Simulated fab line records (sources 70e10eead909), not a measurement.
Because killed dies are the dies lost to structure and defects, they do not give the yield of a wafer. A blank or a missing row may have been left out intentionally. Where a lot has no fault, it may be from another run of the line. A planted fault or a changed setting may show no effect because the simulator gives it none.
A struck lot beside a sound one || flow nand harc || 14 out of 1302 route steps
Sound: these wafers, L823.1, L823.2, L823.3. Struck: wafer L839.3 (left out: L839.2, L839.6 of the same lot, which were not struck); the cause appears at the end.
Order at every step that has rows: each side's tool, ch and its chambers, its first start. Under that, the readings that differ: sound wafers || struck wafers || difference of the means || sigmas: that difference in standard deviations of wafers without a fault.
alike: same words and numbers on both sides, and readings whose means sit less than 2 such deviations apart. not compared: any withheld reading, any reading some wafer has no value for, any bound like >300 that may hide the same value, and any number with overlapping values for which the record gives no deviation.
Wherever a step has rows on one side only, a row that says differs or no value, or a row with sigmas, the two part there. Numbers that have no deviation but don't overlap get no sigmas and don't part them. A reading that every wafer of one side lacks parts them only if that side has two wafers or more.

first, 5 steps without rows for these wafers: NHARC_A_STAIRCASE_EBR_213; NHARC_A_STAIRCASE_EXPOSE_214 (exposes mask STAIR 3); NHARC_A_STAIRCASE_PEB_215 (peb time 130 s); NHARC_A_STAIRCASE_DEVELOP_216 (time 140 s); NHARC_A_STAIRCASE_HARDBAKE_218 (time 140 s).
NHARC_A_STAIRCASE_DESCUM_219: chemistry O2, time 3 s.
  sound on rie diel-09 ch 0,2,3, day 18 10:11; struck on rie diel-02 ch 2, day 24 18:22
{"reading": "rf hours counter h (h)", "sound": "34 32 29", "struck": 52, "difference": "+20", "sigmas": ""}
{"reading": "throttle valve pct (%)", "sound": "11.315 11.289 11.304", "struck": 11.333, "difference": "+0.030", "sigmas": "+3"}
  alike: drypump motor current A, oes product au, rf vpp V, showerhead plenum p Torr
then, 1 step without rows for these wafers: NHARC_A_STAIRCASE_TRIM_220 (chemistry O2, time 211.2 s).
NHARC_A_STAIRCASE_ETCH_221: etches the open film in C4F8/O2, target depth 100 nm, time 40.5 s.
  sound on rie diel-09 ch 0,1,3; struck on rie diel-02 ch 3
{"reading": "rf hours counter h (h)", "sound": "32 29 24", "struck": 56, "difference": "+28", "sigmas": ""}
  alike: oes product au, rf vpp V, run length s
NHARC_A_STAIRCASE_TRIM_222: chemistry O2, time 211.2 s.
  sound on rie diel-09 ch 1,2,3; struck on rie diel-02 ch 0
{"reading": "rf hours counter h (h)", "sound": "32 24 34", "struck": 55, "difference": "+25", "sigmas": ""}
  alike: drypump motor current A, oes product au, rf vpp V, showerhead plenum p Torr, throttle valve pct
NHARC_A_STAIRCASE_ETCH_223: etches the open film in C4F8/O2, target depth 100 nm, time 40.5 s.
  sound on rie diel-09 ch 0,1,2; struck on rie diel-02 ch 2
{"reading": "rf hours counter h (h)", "sound": "24 29 34", "struck": 53, "difference": "+24", "sigmas": ""}
{"reading": "rf vpp V (V)", "sound": "900 894 901", "struck": 888, "difference": -10, "sigmas": -2}
{"reading": "run length s (s)", "sound": "61.9 62.3 62.2", "struck": 61.1, "difference": -1.0, "sigmas": -2}
  alike: oes product au
then, 1 step without rows for these wafers: NHARC_A_STAIRCASE_TRIM_224 (chemistry O2, time 211.2 s).
NHARC_A_STAIRCASE_ETCH_225: etches the open film in C4F8/O2, target depth 100 nm, time 40.5 s.
  sound on rie diel-09 ch 0,2,3, day 18 11:02; struck on rie diel-02 ch 1, day 24 19:16
{"reading": "rf hours counter h (h)", "sound": "29 32 35", "struck": 59, "difference": "+27", "sigmas": ""}
{"reading": "run length s (s)", "sound": "61.9 61.4 61.9", "struck": 51.2, "difference": -10.5, "sigmas": -23}
  alike: oes product au, rf vpp V
NHARC_A_STAIRCASE_TRIM_226: chemistry O2, time 211.2 s.
  sound on rie diel-09 ch 0,1,3; struck on rie diel-12 ch 2, day 24 19:26
{"reading": "rf hours counter h (h)", "sound": "29 24 32", "struck": 42, "difference": "+14", "sigmas": ""}
  alike: drypump motor current A, oes product au, rf vpp V, showerhead plenum p Torr, throttle valve pct
-- jump in the record: it breaks off in module A_STAIRCASE and resumes in module END (first step shown: number 1302 of the route), and 8 days separate the struck wafers' starts before and after --
NHARC_END_SORT_01:
  at this point the record logs the struck wafers (prober-01 ch 0, day 33 06:07) and has no rows for the sound ones

## WHERE THEY PART
First at NHARC_A_STAIRCASE_DESCUM_219; last, within this record, at NHARC_END_SORT_01.

WHY: what had been put in by the simulator
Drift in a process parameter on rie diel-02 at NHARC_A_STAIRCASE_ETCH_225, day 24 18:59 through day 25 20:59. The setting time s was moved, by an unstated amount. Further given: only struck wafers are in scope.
